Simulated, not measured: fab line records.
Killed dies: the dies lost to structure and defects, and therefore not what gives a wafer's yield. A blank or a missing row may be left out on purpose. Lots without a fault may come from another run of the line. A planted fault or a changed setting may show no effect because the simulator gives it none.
Which of the tools did it? || flow n5_finfet || 12 lots, 36 wafers sampled, at 2 steps of a route of 1938

== WHAT THE GAUGES SHOWED, per wafer ==
N5_BEOL_M13_THK_MEAS_01.
{"lot": "L075", "measured": "day 10 07:10", "on": "film_metro-01", "M13_ILD_THK (nm)": "836 841 846"}
{"lot": "L077", "measured": "day 10 23:25", "on": "film_metro-01", "M13_ILD_THK (nm)": "824 823 843"}
{"lot": "L079", "measured": "day 11 07:38", "on": "film_metro-02", "M13_ILD_THK (nm)": "838 831 849"}
{"lot": "L081", "measured": "day 12 06:05", "on": "film_metro-01", "M13_ILD_THK (nm)": "852 864 840"}
{"lot": "L083", "measured": "day 12 20:32", "on": "film_metro-02", "M13_ILD_THK (nm)": "829 832 853"}
{"lot": "L086", "measured": "day 13 10:43", "on": "film_metro-02", "M13_ILD_THK (nm)": "837 833 832"}
{"lot": "L087", "measured": "day 13 22:42", "on": "film_metro-01", "M13_ILD_THK (nm)": "829 835 836"}
{"lot": "L089", "measured": "day 14 15:18", "on": "film_metro-02", "M13_ILD_THK (nm)": "847 848 863"}
{"lot": "L091", "measured": "day 14 16:31", "on": "film_metro-02", "M13_ILD_THK (nm)": "821 841 835"}
{"lot": "L093", "measured": "day 15 03:26", "on": "film_metro-02", "M13_ILD_THK (nm)": "829 833 839"}
{"lot": "L094", "measured": "day 15 15:15", "on": "film_metro-02", "M13_ILD_THK (nm)": "825 831 838"}
{"lot": "L097", "measured": "day 16 12:39", "on": "film_metro-02", "M13_ILD_THK (nm)": "838 846 863"}

== TOOL THAT RAN EACH LOT (tool first, then ch and the chambers of the sampled wafers, then the start) ==
{"lot": "L075", "N5_BEOL_M12_CMP_49": "cmp-02 ch 0,3, day 10 06:32"}
{"lot": "L077", "N5_BEOL_M12_CMP_49": "cmp-01 ch 0,1,2, day 10 22:49"}
{"lot": "L079", "N5_BEOL_M12_CMP_49": "cmp-04 ch 0,2,3, day 11 07:04"}
{"lot": "L081", "N5_BEOL_M12_CMP_49": "cmp-04 ch 0,1,2, day 12 05:32"}
{"lot": "L083", "N5_BEOL_M12_CMP_49": "cmp-01 ch 0,1,3, day 12 19:52"}
{"lot": "L086", "N5_BEOL_M12_CMP_49": "cmp-02 ch 0,1,2, day 13 10:05"}
{"lot": "L087", "N5_BEOL_M12_CMP_49": "cmp-02 ch 0,1,3, day 13 22:04"}
{"lot": "L089", "N5_BEOL_M12_CMP_49": "cmp-04 ch 0,1,3, day 14 14:40"}
{"lot": "L091", "N5_BEOL_M12_CMP_49": "cmp-01 ch 0,1,3, day 14 15:53"}
{"lot": "L093", "N5_BEOL_M12_CMP_49": "cmp-04 ch 2,3, day 15 02:50"}
{"lot": "L094", "N5_BEOL_M12_CMP_49": "cmp-02 ch 0,1,2, day 15 14:35"}
{"lot": "L097", "N5_BEOL_M12_CMP_49": "cmp-04 ch 0,2,3, day 16 12:05"}
- N5_BEOL_M12_CMP_49: polishes, stops on SiOC, t overpolish 20.6 s, target thk 320 nm.

== THE ANSWER, worked out from the rows above alone ==
Rule: what is usual is taken from the lots themselves. The widest of any qualifying gaps counts: lots, ordered by their means at a reading, are off when they make up no more than a third of the lots, leave a main group of 4 or more, and stand apart from it by 3 or more times the standard deviation of that group's means. A main group whose means are all the same, to the digits that the tables above print for the reading, isn't used. A lot without any number at a reading at which 4 lots or more have one is off too. Any other lot the step has rows for is counted as sound.
No lot is off at any reading shown: from this, nothing can be told.

== WHAT HAD BEEN PUT IN BY THE SIMULATOR ==
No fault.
